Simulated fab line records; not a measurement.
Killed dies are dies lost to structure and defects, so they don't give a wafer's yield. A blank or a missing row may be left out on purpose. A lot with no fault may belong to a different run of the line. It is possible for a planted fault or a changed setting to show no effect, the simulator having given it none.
fab line records    flow n5-finfet
record lots=7  wafers=39
route steps=1938 shown BEOL_M5@1191 BEOL_M6@1236 BEOL_M11@1578 BEOL_M14@1762 PASSIVATION@1923
start-h: the number of hours between the record's first day and the start of the first shown wafer of the lot    wait-h: hours elapsed since this lot's preceding step    " repeats the value in the row above    L1.1+2: a single row standing in for several wafers    - value missing, or start not given    * or withheld: withheld    < > ~ a bound
route shown NAME@n: a module of which the file shows steps, and the number in the route of the first    usual: mean and standard deviation over wafers with no fault    same: alike in all rows    chamber/n: place in a boat    sites: readings site by site    _std_site: standard deviation of those values    _edge_site: inner sites' mean taken away from outer sites' mean    radius-mm: how far each site lies from the wafer's centre    mask NAME#n: copy n    behind: tool/chamber where the wafer was last shaped    hold: reason for holding the lot/hours on hold/outcome of the hold    device: transistor that didn't switch, given as n, p or np    end of line: the route-end tests of the same wafers    where a step has no rows: the recipe by itself    killed: at the first sort, the dies lost to defects and structure; wafer yield is something else    map: dies across one wafer; x = killed, . = not, _ = none there
set.NAME: the setting that was run; set.NAME@STEP: the one run at that earlier step    model.NAME: the simulator's own value behind a step, which no gauge read
lots whose settings were changed on purpose; a table a step, a row a wafer
## steps
# step N5_BEOL_M5_DEP_56
# recipe material=SiCN  target-thk-a=80  temp-c=withheld  precursor=3MS/NH3  pressure-torr=3  rf-w=202  time-s=14
lot.wafer   tool      chamber  start-h  wait-h  set.target-thk-a  model.SiCN_of_BEOL_M5_DEP_56.thk-nm
L074.1+2    pecvd-02  2,1      190.79   0.0     97.18             9.8
L074.3      "         0        "        "       97.18             9.6
L074.4+5    "         2,1      "        "       80                8.2
L074.6      "         0        "        "       80                8
L075.1+5    pecvd-03  1,2      194.46   0.0     80                8
L075.2      "         0        "        "       80                7.6
L075.3+4+6  "         2,1,0    "        "       103.2             10.2
L077.1+2+3  pecvd-02  0,2,0    209.85   0.0     80                8
L077.4+5+6  "         2,2,0    "        "       51.11             5.2
L087.1+6    pecvd-02  0,1      259.33   0.0     33.79             3.4
L087.2      "         1        "        "       80                7.8
L087.3+5    "         2,0      "        "       80                8
L087.4      "         2        "        "       33.79             3.6
L091.1+4+5  pecvd-03  0,0,2    274.83   0.0     80                8
L091.2+6    "         2,1      "        "       80                8.2
L091.3      "         1        "        "       80                7.8
L095.2      pecvd-03  1        305.41   0.0     80                7.8
L095.4+6    "         1        "        "       80                8.2
L094.1      pecvd-03  1        305.95   0.0     80                7.8
L094.2+3    "         2,1      "        "       80                8
L094.4+5+6  "         2,1,2    "        "       46.96             4.8
# step N5_BEOL_M6_VIA_ETCH_34
# recipe chemistry=C4F6/O2  target=SiCOH_lowk  target-depth-a=1263  mask-material=SOC  taper-deg=4  time-s=50.9  ion-energy-ev=250  pressure-mtorr=30  source-w=345  bias-w=185  Ar_flow_sccm=300  C4F6_flow_sccm=10  O2_flow_sccm=10
lot.wafer  tool         chamber  start-h  wait-h  set.target-depth-a  model.etch.depth-nm  model.SOC_of_BEOL_M6_COAT_63.thk-nm
L074.1     rie-diel-06  0        195.66   0.0     1263                123.9                54.4
L074.2     "            2        "        "       1263                125.8                54
L074.3     "            1        "        "       1263                123.8                54
L074.4     "            3        "        "       1263                126.3                54
L074.5     "            0        "        "       1263                125.1                54.2
L074.6     "            3        "        "       1263                127.6                54
L075.1     rie-diel-06  2        199.33   0.0     1263                125.6                53.8
L075.2     "            3        "        "       837.4               84.75                55.8
L075.3     "            1        "        "       1263                122.7                54.2
L075.4     "            1        "        "       1263                123.4                54
L075.5     "            2        "        "       837.4               83.64                56
L075.6     "            3        "        "       837.4               84.93                56
L077.1     rie-diel-04  0        215.77   0.0     1652                165.5                52.2
L077.2     "            3        "        "       1263                125.4                54
L077.3     "            2        "        "       1652                166.8                52.2
L077.4     "            3        "        "       1263                125.5                54.2
L077.5     "            0        "        "       1263                126.1                54
L077.6     "            2        "        "       1652                167.2                52
L087.1     rie-diel-05  2        265.17   0.0     1263                128.7                53.6
L087.2     "            0        "        "       1263                131.6                53.4
L087.3     "            1        "        "       1263                128.4                53.6
L087.4     "            2        "        "       1263                128.1                53.8
L087.5     "            0        "        "       1263                131.9                53.2
L087.6     "            1        "        "       1263                127                  53.8
L091.1     rie-diel-05  0        279.12   0.0     725.3               75.34                56.2
L091.2     "            1        "        "       1263                128.3                53.8
L091.3     "            2        "        "       1263                127.8                53.8
L091.4     "            2        "        "       1263                127.9                54
L091.5     "            0        "        "       725.3               75.83                56.2
L091.6     "            1        "        "       725.3               73.63                56.6
L095.2     rie-diel-04  2        311.42   0.0     1263                126.6                54.2
L095.4     "            3        "        "       1263                124.6                54.4
L095.6     "            2        "        "       1263                127.2                54.4
L094.1     rie-diel-06  3        311.54   0.0     1263                127                  53.8
L094.2     "            2        "        "       1012                100.2                55
L094.3     "            2        "        "       1263                125.8                54
L094.4     "            3        "        "       1012                102                  54.8
L094.5     "            2        "        "       1263                125.8                53.8
L094.6     "            3        "        "       1012                101.3                55.2
# step N5_BEOL_M11_TRENCH_ETCH_37
# recipe chemistry=C4F6/O2  target-depth-a=1488.3  target=SiCOH_lowk  time-s=48  ion-energy-ev=250  pressure-mtorr=30  source-w=345  bias-w=185  Ar_flow_sccm=300  C4F6_flow_sccm=10  O2_flow_sccm=10
lot.wafer  tool         chamber  start-h  wait-h  set.target-depth-a  model.etch.depth-nm  model.BEOL_M11.feature-depth-nm  model.TiN_of_BEOL_M11_HM_DEP_02.thk-nm
L075.1     rie-diel-03  2        -        -       1207                123.2                123.2                            17.2
L075.2     "            3        "        "       1207                117                  117                              17.2
L075.3     "            0        "        "       1488.3              143.1                143                              16.8
L075.4     "            1        "        "       1488.3              147                  147                              16.2
L075.5     "            3        "        "       1488.3              145.2                145.2                            16.4
L075.6     "            2        "        "       1207                121.5                121.4                            17.2
L074.1     rie-diel-02  0        -        -       1488.3              156.2                156.2                            15.8
L074.2     "            1        "        "       1488.3              141.4                141.4                            16.4
L074.3     "            2        "        "       1488.3              149.3                149.2                            16.2
L074.4     "            3        "        "       1488.3              151.2                151.2                            15.6
L074.5     "            2        "        "       1488.3              149.7                149.8                            16
L074.6     "            1        "        "       1488.3              141.9                141.8                            16
L077.1     rie-diel-03  0        -        -       1488.3              143.6                143.6                            16.2
L077.2     "            3        "        "       1488.3              142.5                142.6                            16.4
L077.3     "            1        "        "       861.5               84.28                84.2                             18
L077.4     "            2        "        "       1488.3              149.3                149.2                            16.2
L077.5     "            1        "        "       861.5               84.26                84.2                             18
L077.6     "            2        "        "       861.5               85.97                86                               17.8
L087.1     rie-diel-03  2        -        -       1893                188.3                188.2                            15
L087.2     "            0        "        "       1488.3              143.7                143.6                            17
L087.3     "            1        "        "       1488.3              144.7                144.8                            16.6
L087.4     "            3        "        "       1893                181.5                181.6                            15.4
L087.5     "            3        "        "       1893                182.6                182.6                            15.8
L087.6     "            2        "        "       1488.3              146.9                146.8                            16.4
L091.1+3   rie-diel-03  0,1      -        -       2058                201                  201                              14.8
L091.2     "            3        "        "       1488.3              146.1                146                              16.4
L091.4     "            2        "        "       1488.3              149.6                149.6                            16
L091.5     "            0        "        "       1488.3              145.3                145.2                            16.4
L091.6     "            1        "        "       2058                200.8                200.8                            14.6
L095.2     rie-diel-03  1        -        -       1488.3              145.1                145                              16.2
L095.4     "            3        "        "       1488.3              142.8                142.8                            16.4
L095.6     "            3        "        "       1488.3              143                  143                              16.2
L094.1     rie-diel-02  2        -        -       2206                219                  219                              13.8
L094.2     "            3        "        "       2206                228.9                229                              13.6
L094.3     "            1        "        "       1488.3              141.5                141.6                            16.2
L094.4     "            0        "        "       2206                234.2                234.2                            13.4
L094.5     "            3        "        "       1488.3              152.8                152.8                            15.6
L094.6     "            0        "        "       1488.3              157.6                157.6                            15.8
# step N5_BEOL_M11_ETCH_41
# recipe chemistry=CH3F/O2  target=SiCN  target-depth-a=426  taper-deg=2  time-s=86  ion-energy-ev=120  mask-material=TiN  pressure-mtorr=30  source-w=395  bias-w=75  Ar_flow_sccm=150  CH3F_flow_sccm=30  O2_flow_sccm=20
# step N5_BEOL_M11_STRIP_77
# recipe chemistry=N2/H2  time-s=10  power-w=450  temp-c=40  pressure-mtorr=20  rf-frequency-hz=6e+07  bias-power-w=7  n2-flow-sccm=200  h2-flow-sccm=200
# step N5_BEOL_M11_OCD_MEAS_38
# usual trench-depth-nm=148/4.2
lot.wafer  tool    chamber  start-h  wait-h  set.target-depth-a@BEOL_M11_TRENCH_ETCH_37  trench-depth-nm
L075.1     ocd-02  -        237.65   -       1207                                        123
L075.2     "       -        "        "       1207                                        117
L075.3     "       -        "        "       1488.3                                      144
L075.4     "       -        "        "       1488.3                                      147
L075.5     "       -        "        "       1488.3                                      146
L075.6     "       -        "        "       1207                                        121
L074.1     ocd-01  -        239.16   -       1488.3                                      157
L074.2     "       -        "        "       1488.3                                      142
L074.3     "       -        "        "       1488.3                                      150
L074.4     "       -        "        "       1488.3                                      151
L074.5     "       -        "        "       1488.3                                      150
L074.6     "       -        "        "       1488.3                                      142
L077.1     ocd-02  -        255.42   -       1488.3                                      144
L077.2     "       -        "        "       1488.3                                      143
L077.3     "       -        "        "       861.5                                       84
L077.4     "       -        "        "       1488.3                                      149
L077.5     "       -        "        "       861.5                                       85
L077.6     "       -        "        "       861.5                                       86
L087.1     ocd-02  -        306.13   -       1893                                        189
L087.2     "       -        "        "       1488.3                                      144
L087.3     "       -        "        "       1488.3                                      145
L087.4     "       -        "        "       1893                                        182
L087.5     "       -        "        "       1893                                        183
L087.6     "       -        "        "       1488.3                                      147
L091.1     ocd-02  -        322.17   -       2058                                        201
L091.2     "       -        "        "       1488.3                                      146
L091.3     "       -        "        "       2058                                        201
L091.4     "       -        "        "       1488.3                                      150
L091.5     "       -        "        "       1488.3                                      145
L091.6     "       -        "        "       2058                                        201
L095.2     ocd-02  -        352.36   -       1488.3                                      145
L095.4     "       -        "        "       1488.3                                      143
L095.6     "       -        "        "       1488.3                                      143
L094.1     ocd-01  -        352.81   -       2206                                        219
L094.2     "       -        "        "       2206                                        229
L094.3     "       -        "        "       1488.3                                      141
L094.4     "       -        "        "       2206                                        234
L094.5     "       -        "        "       1488.3                                      152
L094.6     "       -        "        "       1488.3                                      157
# step N5_BEOL_M11_HM_STRIP_39
# recipe chemistry=peroxide-tin-strip  material=TiN  target-depth-a=250  temp-c=50  time-s=158
# step N5_BEOL_M11_SRD_40
# recipe time-s=30  temp-c=23  rinse-liquid=diw  dry=ipa-marangoni
# step N5_BEOL_M11_ECD_50
# recipe material=Cu  target-thk-a=3180
# step N5_BEOL_M11_ANNEAL_51
# recipe temp-c=225  time-s=90  ambient=N2
# step N5_BEOL_M11_CMP_52
# recipe stop-on=SiCOH_lowk  t-overpolish-s=7  down-force-psi=1  platen-rpm=50  clearing-platen-down-force-psi=1.5  clearing-platen-rpm=50  post-cmp-clean=cu-alkaline  target-thk-nm=140  clearing-platen-pad-velocity-m-s=0.99484  pad-velocity-m-s=0.99484
lot.wafer  tool    chamber  start-h  wait-h  set.target-depth-a@BEOL_M11_TRENCH_ETCH_37  model.Cu_of_BEOL_M11_ECD_50.thk-nm
L075.4     cmp-04  3        242.08   0.1     1488.3                                      138.8
L075.3     "       0        "        "       1488.3                                      133.8
L075.2     "       1        "        "       1207                                        108.4
L075.1     "       2        "        "       1207                                        113.2
L075.6     "       3        "        "       1207                                        112.6
L075.5     "       0        "        "       1488.3                                      135.2
L074.1     cmp-04  3        242.84   0.3     1488.3                                      147
L074.4     "       0        "        "       1488.3                                      142.2
L074.3     "       1        "        "       1488.3                                      139.6
L074.2     "       2        "        "       1488.3                                      132.8
L074.6     "       3        "        "       1488.3                                      134
L074.5     "       0        "        "       1488.3                                      139.8
L077.1     cmp-01  3        258.27   0.3     1488.3                                      135
L077.4     "       0        "        "       1488.3                                      139.4
L077.2     "       1        "        "       1488.3                                      136.4
L077.3     "       2        "        "       861.5                                       73.2
L077.6     "       3        "        "       861.5                                       77
L077.5     "       0        "        "       861.5                                       76.2
L087.2     cmp-02  2        308.76   0.2     1488.3                                      135.2
L087.1     "       3        "        "       1893                                        175.8
L087.4     "       0        "        "       1893                                        171.2
L087.3     "       1        "        "       1488.3                                      138
L087.6     "       2        "        "       1488.3                                      138.8
L087.5     "       3        "        "       1893                                        171.4
L091.3     cmp-02  3        326.72   0.2     2058                                        189
L091.1     "       0        "        "       2058                                        190.8
L091.4     "       1        "        "       1488.3                                      142.6
L091.2     "       2        "        "       1488.3                                      137
L091.6     "       3        "        "       2058                                        189.2
L091.5     "       0        "        "       1488.3                                      133.8
L095.2     cmp-02  3        355.77   0.2     1488.3                                      135.8
L095.4     "       2        "        "       1488.3                                      134.2
L095.6     "       0        "        "       1488.3                                      134
L094.3     cmp-04  2        357.92   0.2     1488.3                                      131.2
L094.2     "       3        "        "       2206                                        220.2
L094.4     "       0        "        "       2206                                        224.6
L094.1     "       1        "        "       2206                                        209.2
L094.6     "       2        "        "       1488.3                                      146.6
L094.5     "       3        "        "       1488.3                                      142.6
# step N5_BEOL_M11_PRE_CLEAN_55
# recipe gas=NH3  time-s=15  temp-c=withheld  rf-power-w=300
# step N5_BEOL_M11_DEP_56
# recipe material=SiCN  target-thk-a=300  temp-c=withheld  precursor=3MS/NH3  pressure-torr=3  rf-w=675  time-s=10.5
# step N5_BEOL_M11_RS_MEAS_57
# recipe thk-meas-gauge=four-point-probe  reads=Cu_of_BEOL_M11_ECD_50+Co_of_BEOL_M11_CVD_75+TaN_of_BEOL_M11_ALD_74
# usual M11_RS=0.152/0.0056
lot.wafer  tool           chamber  start-h  wait-h  set.target-depth-a@BEOL_M11_TRENCH_ETCH_37  M11_RS[ohm/sq]
L075.1     film-metro-02  -        242.50   0.0     1207                                        0.191
L075.2     "              -        "        "       1207                                        0.200
L075.3     "              -        "        "       1488.3                                      0.158
L075.4     "              -        "        "       1488.3                                      0.152
L075.5     "              -        "        "       1488.3                                      0.157
L075.6     "              -        "        "       1207                                        0.192
L074.1     film-metro-02  -        243.26   0.0     1488.3                                      0.143
L074.2     "              -        "        "       1488.3                                      0.160
L074.3     "              -        "        "       1488.3                                      0.151
L074.4     "              -        "        "       1488.3                                      0.148
L074.5     "              -        "        "       1488.3                                      0.151
L074.6     "              -        "        "       1488.3                                      0.158
L077.1     film-metro-02  -        258.68   0.0     1488.3                                      0.157
L077.2     "              -        "        "       1488.3                                      0.155
L077.3     "              -        "        "       861.5                                       0.315
L077.4     "              -        "        "       1488.3                                      0.152
L077.5     "              -        "        "       861.5                                       0.302
L077.6     "              -        "        "       861.5                                       0.298
L087.1     film-metro-01  -        309.18   0.0     1893                                        0.117
L087.2     "              -        "        "       1488.3                                      0.157
L087.3     "              -        "        "       1488.3                                      0.153
L087.4     "              -        "        "       1893                                        0.121
L087.5     "              -        "        "       1893                                        0.120
L087.6     "              -        "        "       1488.3                                      0.152
L091.1     film-metro-01  -        327.14   0.0     2058                                        0.107
L091.2     "              -        "        "       1488.3                                      0.154
L091.3     "              -        "        "       2058                                        0.108
L091.4     "              -        "        "       1488.3                                      0.147
L091.5     "              -        "        "       1488.3                                      0.158
L091.6     "              -        "        "       2058                                        0.108
L095.2     film-metro-01  -        356.19   0.0     1488.3                                      0.155
L095.4     "              -        "        "       1488.3                                      0.158
L095.6     "              -        "        "       1488.3                                      0.158
L094.1     film-metro-02  -        358.34   0.0     2206                                        0.097
L094.2     "              -        "        "       2206                                        0.092
L094.3     "              -        "        "       1488.3                                      0.162
L094.4     "              -        "        "       2206                                        0.090
L094.5     "              -        "        "       1488.3                                      0.148
L094.6     "              -        "        "       1488.3                                      0.143
# step N5_BEOL_M14_SPUTTER_43
# recipe material=TaN  target-thk-a=150  temp-c=50  bias-v=168.6  power-w=15000  chamber-pressure-pa=0.12  time-s=24.19
lot.wafer     tool            chamber  start-h  wait-h  set.time-s  model.TaN_of_BEOL_M14_SPUTTER_43.thk-nm
L074.1+5+6    pvd-sputter-02  -        256.82   0.0     24.19       14.8
L074.2        "               -        "        "       30.28       18.6
L074.3+4      "               -        "        "       30.28       18.8
L075.1+3+5+6  pvd-sputter-02  -        257.70   0.0     24.19       14.8
L075.2+4      "               -        "        "       24.19       15
L077.1+3      pvd-sputter-02  -        281.13   0.0     28.84       18
L077.2        "               -        "        "       24.19       15.4
L077.4        "               -        "        "       24.19       15
L077.5        "               -        "        "       28.84       18.2
L077.6        "               -        "        "       24.19       14.8
L087.1        pvd-sputter-01  -        326.68   0.0     24.19       14.6
L087.2+6      "               -        "        "       10.41       6.2
L087.3        "               -        "        "       24.19       15
L087.4        "               -        "        "       24.19       14.8
L087.5        "               -        "        "       10.41       6.6
L091.1        pvd-sputter-01  -        342.78   0.0     24.19       15.2
L091.2        "               -        "        "       9.891       6.2
L091.3+5      "               -        "        "       24.19       15
L091.4        "               -        "        "       9.891       6
L091.6        "               -        "        "       9.891       6.4
L095.2+6      pvd-sputter-01  -        370.74   0.0     24.19       14.6
L095.4        "               -        "        "       24.19       15.2
L094.1+5      pvd-sputter-01  -        371.38   0.0     24.19       14.8
L094.2        "               -        "        "       16.49       10.4
L094.3+6      "               -        "        "       16.49       10
L094.4        "               -        "        "       24.19       15
# step N5_BEOL_M14_SPUTTER_44
# recipe material=Ta  target-thk-a=150  temp-c=50  bias-v=80  power-w=15000  chamber-pressure-pa=0.07  time-s=24.19
# step N5_BEOL_M14_SPUTTER_45
# recipe material=Cu  target-thk-a=1000  temp-c=-20  bias-v=60  power-w=26000  chamber-pressure-pa=0.13  time-s=16.67
# step N5_BEOL_M14_ECD_47
# recipe material=Cu  target-thk-a=12480
# step N5_BEOL_M14_ANNEAL_48
# recipe temp-c=225  time-s=90  ambient=N2
# step N5_BEOL_M14_CMP_49
# recipe stop-on=SiO2  t-overpolish-s=5.2  down-force-psi=2  platen-rpm=80  clearing-platen-down-force-psi=2  clearing-platen-rpm=80  post-cmp-clean=cu-alkaline  target-thk-nm=560  clearing-platen-pad-velocity-m-s=1.5917  pad-velocity-m-s=1.5917
# usual barrier-field-endpoint-s=11.34/0.29
lot.wafer  tool    chamber  start-h  wait-h  set.time-s@BEOL_M14_SPUTTER_43  barrier-field-endpoint-s
L074.3     cmp-04  1        257.82   0.2     30.28                           12.99
L074.4     "       2        "        "       30.28                           12.87
L074.2     "       3        "        "       30.28                           13.24
L074.1     "       0        "        "       24.19                           11.17
L074.6     "       1        "        "       24.19                           11.59
L074.5     "       2        "        "       24.19                           11.34
L075.1     cmp-03  3        259.11   0.3     24.19                           11.72
L075.2     "       0        "        "       24.19                           11.30
L075.3     "       1        "        "       24.19                           11.69
L075.4     "       2        "        "       24.19                           11.22
L075.5     "       3        "        "       24.19                           11.64
L075.6     "       0        "        "       24.19                           11.13
L077.2     cmp-01  0        283.09   0.2     24.19                           11.56
L077.4     "       1        "        "       24.19                           12.35
L077.3     "       2        "        "       28.84                           12.12
L077.1     "       3        "        "       28.84                           12.70
L077.6     "       0        "        "       24.19                           11.45
L077.5     "       1        "        "       28.84                           13.61
L087.4     cmp-01  1        328.63   0.1     24.19                           11.94
L087.2     "       2        "        "       10.41                           8.15
L087.1     "       3        "        "       24.19                           11.26
L087.3     "       0        "        "       24.19                           11.32
L087.5     "       1        "        "       10.41                           8.59
L087.6     "       2        "        "       10.41                           7.95
L091.2     cmp-01  3        343.54   0.2     9.891                           7.88
L091.3     "       0        "        "       24.19                           11.39
L091.1     "       1        "        "       24.19                           12.04
L091.4     "       2        "        "       9.891                           7.58
L091.5     "       3        "        "       24.19                           11.20
L091.6     "       0        "        "       9.891                           7.94
L095.4     cmp-03  1        371.50   0.1     24.19                           11.31
L095.2     "       3        "        "       24.19                           11.56
L095.6     "       2        "        "       24.19                           11.32
L094.1     cmp-01  2        372.14   0.3     24.19                           11.08
L094.4     "       3        "        "       24.19                           11.18
L094.3     "       0        "        "       16.49                           9.43
L094.2     "       1        "        "       16.49                           9.98
L094.6     "       2        "        "       16.49                           9.36
L094.5     "       3        "        "       24.19                           11.37
# step N5_PASSIVATION_DEVELOP_43
# recipe develop-time-s=60  rinse-liquid=diw  dry=air-spin  dev-temp-c=21
lot.wafer         tool            chamber  start-h  wait-h  set.develop-time-s
L074.1+2+6        litho-track-05  0        -        -       82.05
L074.3+4+5        "               0        "        "       60
L075.1+5+6        litho-track-03  0        -        -       94.06
L075.2+3+4        "               0        "        "       60
L077.1+3+4        litho-track-03  0        -        -       88.4
L077.2+5+6        "               0        "        "       60
L087.1+2+3+4+5+6  litho-track-02  0        -        -       60
L091.1+3+4        litho-track-05  0        -        -       81.43
L091.2+5+6        "               0        "        "       60
L095.2+4+6        litho-track-05  0        -        -       60
L094.1+2+5        litho-track-03  0        -        -       33.03
L094.3+4+6        "               0        "        "       60
# step N5_PASSIVATION_HARDBAKE_45
# recipe temp-c=130  time-s=120
# step N5_PASSIVATION_CD_MEAS_44
# recipe target-cd-nm=40000  landing-energy-ev=500  detector=se-inlens
# usual cd-nm=39997/4.6
lot.wafer  tool       chamber  start-h  wait-h  set.develop-time-s@PASSIVATION_DEVELOP_43  cd-nm
L074.1     cd-sem-03  0        278.56   -       82.05                                      40006
L074.2     "          0        "        "       82.05                                      40010
L074.3     "          0        "        "       60                                         39995
L074.4     "          0        "        "       60                                         39998
L074.5     "          0        "        "       60                                         39997
L074.6     "          0        "        "       82.05                                      40010
L075.1     cd-sem-03  0        283.67   -       94.06                                      40012
L075.2     "          0        "        "       60                                         39996
L075.3     "          0        "        "       60                                         39992
L075.4     "          0        "        "       60                                         39997
L075.5     "          0        "        "       94.06                                      40013
L075.6     "          0        "        "       94.06                                      40012
L077.1     cd-sem-01  0        302.91   -       88.4                                       40011
L077.2     "          0        "        "       60                                         39994
L077.3     "          0        "        "       88.4                                       40015
L077.4     "          0        "        "       88.4                                       40014
L077.5     "          0        "        "       60                                         39991
L077.6     "          0        "        "       60                                         39997
L087.1     cd-sem-03  0        345.83   -       60                                         40003
L087.2     "          0        "        "       60                                         40006
L087.3     "          0        "        "       60                                         40005
L087.4     "          0        "        "       60                                         40004
L087.5     "          0        "        "       60                                         40001
L087.6     "          0        "        "       60                                         40007
L091.1     cd-sem-01  0        360.42   -       81.43                                      40003
L091.2     "          0        "        "       60                                         39992
L091.3     "          0        "        "       81.43                                      40012
L091.4     "          0        "        "       81.43                                      40002
L091.5     "          0        "        "       60                                         39995
L091.6     "          0        "        "       60                                         39990
L095.2     cd-sem-01  0        391.92   -       60                                         39992
L095.4     "          0        "        "       60                                         39994
L095.6     "          0        "        "       60                                         39993
L094.1     cd-sem-01  0        392.46   -       33.03                                      39973
L094.2     "          0        "        "       33.03                                      39973
L094.3     "          0        "        "       60                                         39994
L094.4     "          0        "        "       60                                         40002
L094.5     "          0        "        "       33.03                                      39972
L094.6     "          0        "        "       60                                         39997
## key
split step=N5_BEOL_M5_DEP_56  setting=target-thk-a  stated=80  by=wafer
response step=N5_BEOL_M5_DEP_56  reading=model.SiCN_of_BEOL_M5_DEP_56.thk-nm  change=+0.0772  per=1%  r=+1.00
split step=N5_BEOL_M6_VIA_ETCH_34  setting=target-depth-a  stated=1263  by=wafer
response step=N5_BEOL_M6_VIA_ETCH_34  reading=model.etch.depth-nm  change=+1.25  per=1%  r=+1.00
response step=N5_BEOL_M6_VIA_ETCH_34  reading=model.SOC_of_BEOL_M6_COAT_63.thk-nm  change=-0.0588  per=1%  r=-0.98
split step=N5_BEOL_M11_TRENCH_ETCH_37  setting=target-depth-a  stated=1488.3  by=wafer
response step=N5_BEOL_M11_TRENCH_ETCH_37  reading=model.etch.depth-nm  change=+1.48  per=1%  r=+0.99
response step=N5_BEOL_M11_TRENCH_ETCH_37  reading=model.BEOL_M11.feature-depth-nm  change=+1.48  per=1%  r=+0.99
response step=N5_BEOL_M11_TRENCH_ETCH_37  reading=model.TiN_of_BEOL_M11_HM_DEP_02.thk-nm  change=-0.043  per=1%  r=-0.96
response step=N5_BEOL_M11_OCD_MEAS_38  reading=trench-depth-nm  change=+1.48  per=1%  r=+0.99
response step=N5_BEOL_M11_CMP_52  reading=model.Cu_of_BEOL_M11_ECD_50.thk-nm  change=+1.46  per=1%  r=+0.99
response step=N5_BEOL_M11_RS_MEAS_57  reading=M11_RS  shape=bent  at-lowest=0.305  at-stated=0.154  at-highest=0.093
split step=N5_BEOL_M14_SPUTTER_43  setting=time-s  stated=24.19  by=wafer
response step=N5_BEOL_M14_SPUTTER_43  reading=model.TaN_of_BEOL_M14_SPUTTER_43.thk-nm  change=+0.15  per=1%  r=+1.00
response step=N5_BEOL_M14_CMP_49  reading=barrier-field-endpoint-s  change=+0.0595  per=1%  r=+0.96
split step=N5_PASSIVATION_DEVELOP_43  setting=develop-time-s  stated=60  by=wafer
response step=N5_PASSIVATION_CD_MEAS_44  reading=cd-nm  change=+0.389  per=1%  r=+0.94
